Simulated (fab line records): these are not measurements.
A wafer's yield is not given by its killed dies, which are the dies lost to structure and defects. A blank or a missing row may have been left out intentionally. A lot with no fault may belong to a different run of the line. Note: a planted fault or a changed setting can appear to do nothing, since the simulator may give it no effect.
Split-lot experiment    flow n5Finfet    39 wafers read across 7 lots, on a route 1938 steps long

== THE SPLIT ITSELF ==
At N5_BEOL_M11_TRENCH_ETCH_37 (etches SiCOH lowk in C4F6/O2, target depth 148.83 nm, time 48 s), the setting timeS was moved away from the recipe's 48 s on 9 of the 39 wafers read, by -51.0% to +25.2%. For the rest of the wafers, this setting stayed at what the recipe calls for.

== FROM THE SPLIT TO THE READING: what the file shows between them, 11 steps ==
- N5_BEOL_M11_ETCH_41: etches SiCN in CH3F/O2, target depth 42.6 nm, time 86 s
- N5_BEOL_M11_STRIP_77: strips in N2/H2, time 10 s
- N5_BEOL_M11_OCD_MEAS_38
- N5_BEOL_M11_HM_STRIP_39: strips TiN in peroxide tin strip, target depth 25 nm, time 158 s
- N5_BEOL_M11_SRD_40: time 30 s
- N5_BEOL_M11_ECD_50: material Cu, target thk 318 nm
- N5_BEOL_M11_ANNEAL_51: time 90 s
- N5_BEOL_M11_CMP_52: polishes, stops on SiCOH lowk, t overpolish 7 s, target thk 140 nm
- N5_BEOL_M11_THK_MEAS_53: measures by xrf
- N5_BEOL_M11_PRE_CLEAN_55: time 15 s
- N5_BEOL_M11_DEP_56: deposits SiCN from 3MS/NH3, target thk 30 nm, time 10.5 s

== THE READING ==
Measured at N5_BEOL_M11_RS_MEAS_57 by four-point probe: M11_RS, in ohm/sq. A value of 0.152 ohm/sq with a standard deviation of 0.0037 ohm/sq is what fault-free wafers of this fab line usually give.

wafer   tool, chamber at the split  timeS as run, s  against the recipe  M11_RS, ohm/sq  against lot-mates on the recipe
L076.2  rieDiel-03, 2               48               recipe              0.155           -
L076.3  rieDiel-03, 1               48               recipe              0.156           -
L076.5  rieDiel-03, 0               48               recipe              0.155           -
L080.1  rieDiel-02, 2               60.08            +25.2%              0.113           -0.034
L080.2  rieDiel-02, 3               48               recipe              0.146           -
L080.3  rieDiel-02, 0               48               recipe              0.146           -
L080.4  rieDiel-02, 1               60.08            +25.2%              0.113           -0.034
L080.5  rieDiel-02, 1               60.08            +25.2%              0.114           -0.033
L080.6  rieDiel-02, 0               48               recipe              0.150           -
L083.1  rieDiel-02, 1               48               recipe              0.148           -
L083.2  rieDiel-02, 2               48               recipe              0.150           -
L083.3  rieDiel-02, 0               48               recipe              0.153           -
L083.4  rieDiel-02, 3               48               recipe              0.148           -
L083.5  rieDiel-02, 2               48               recipe              0.149           -
L083.6  rieDiel-02, 3               48               recipe              0.148           -
L085.1  rieDiel-04, 2               48               recipe              0.150           -
L085.2  rieDiel-04, 1               48               recipe              0.152           -
L085.3  rieDiel-04, 0               48               recipe              0.154           -
L085.4  rieDiel-04, 3               48               recipe              0.145           -
L085.5  rieDiel-04, 0               48               recipe              0.153           -
L085.6  rieDiel-04, 1               48               recipe              0.153           -
L091.1  rieDiel-03, 3               59.17            +23.3%              0.119           -0.035
L091.2  rieDiel-03, 0               48               recipe              0.153           -
L091.3  rieDiel-03, 2               59.17            +23.3%              0.123           -0.031
L091.4  rieDiel-03, 1               59.17            +23.3%              0.120           -0.034
L091.5  rieDiel-03, 2               48               recipe              0.157           -
L091.6  rieDiel-03, 3               48               recipe              0.152           -
L090.1  rieDiel-02, 2               48               recipe              0.151           -
L090.2  rieDiel-02, 1               48               recipe              0.150           -
L090.3  rieDiel-02, 0               48               recipe              0.153           -
L090.4  rieDiel-02, 3               48               recipe              0.148           -
L090.5  rieDiel-02, 1               48               recipe              0.148           -
L090.6  rieDiel-02, 2               48               recipe              0.150           -
L092.1  rieDiel-02, 3               23.52            -51.0%              0.359           +0.209
L092.2  rieDiel-02, 1               23.52            -51.0%              0.365           +0.215
L092.3  rieDiel-02, 2               23.52            -51.0%              0.353           +0.203
L092.4  rieDiel-02, 2               48               recipe              0.149           -
L092.5  rieDiel-02, 3               48               recipe              0.153           -
L092.6  rieDiel-02, 1               48               recipe              0.149           -

THE FIT
A straight line over all 39 wafers: M11_RS changes by -0.00324 ohm/sq for each +1% of timeS; r = -0.95; the points scatter about the line by 0.019 ohm/sq.
The same after taking each lot's own level away (the mean of its wafers on the recipe; 39 wafers): -0.00324 ohm/sq for each +1%; r = -0.95; scatter 0.019 ohm/sq.
On that fit, the largest move of timeS shifts the reading by 0.17 ohm/sq.
From 0.1473 to 0.1553 ohm/sq: that is the span of the lots' own levels, equal to 2.2 times the standard deviation above.
The two slopes are in agreement: the lot-to-lot level therefore moves the slope only a little.
Check: with one of the wafers moved furthest among these (-51.0%) left out of the fit, the line predicts +0.164 ohm/sq for it against its lot-mates. Against them it came out at +0.209 ohm/sq.

== OTHER SPLITS ON THESE WAFERS ==
Before the reading, these wafers also passed through other splits. Each is held against what the fit with the lots' levels taken away leaves over:
other split on the same wafers  wafers away from the commonest value  r with M11_RS (lot level and that fit taken away)
N5_BEOL_M9_ILD_DEP_00 timeS     15                                    -0.26

== THE WHOLE CHAIN: every reading that the file lists as answering this split, in the file's order ==
step                        what it does                                                        reading                                                                           change (the file's fit)                r (the file's)
N5_BEOL_M11_TRENCH_ETCH_37  etches SiCOH lowk in C4F6/O2, target depth 148.83 nm, time 48 s     BEOL_M11.featureDepthNm (the simulator's own value, which no gauge read)          +1.51 nm for each +1% of the setting   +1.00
N5_BEOL_M11_TRENCH_ETCH_37  etches SiCOH lowk in C4F6/O2, target depth 148.83 nm, time 48 s     etch.depthNm (the simulator's own value, which no gauge read)                     +1.51 nm for each +1% of the setting   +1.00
N5_BEOL_M11_TRENCH_ETCH_37  etches SiCOH lowk in C4F6/O2, target depth 148.83 nm, time 48 s     TiN_of_BEOL_M11_HM_DEP_02.thkNm (the simulator's own value, which no gauge read)  -0.039 nm for each +1% of the setting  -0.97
N5_BEOL_M11_OCD_MEAS_38                                                                         trenchDepthNm                                                                     +1.5 nm for each +1% of the setting    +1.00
N5_BEOL_M11_CMP_52          polishes, stops on SiCOH lowk, t overpolish 7 s, target thk 140 nm  Cu_of_BEOL_M11_ECD_50.thkNm (the simulator's own value, which no gauge read)      +1.48 nm for each +1% of the setting   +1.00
N5_BEOL_M11_THK_MEAS_53     measures by xrf                                                     M11_THK                                                                           +1.5 for each +1% of the setting       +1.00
N5_BEOL_M11_RS_MEAS_57      measures by four-point-probe                                        M11_RS                                                                            -0.00325 for each +1% of the setting   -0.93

== FILE'S OWN FIT ==
M11_RS changes by -0.00325 ohm/sq for each +1% of timeS, r = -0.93.
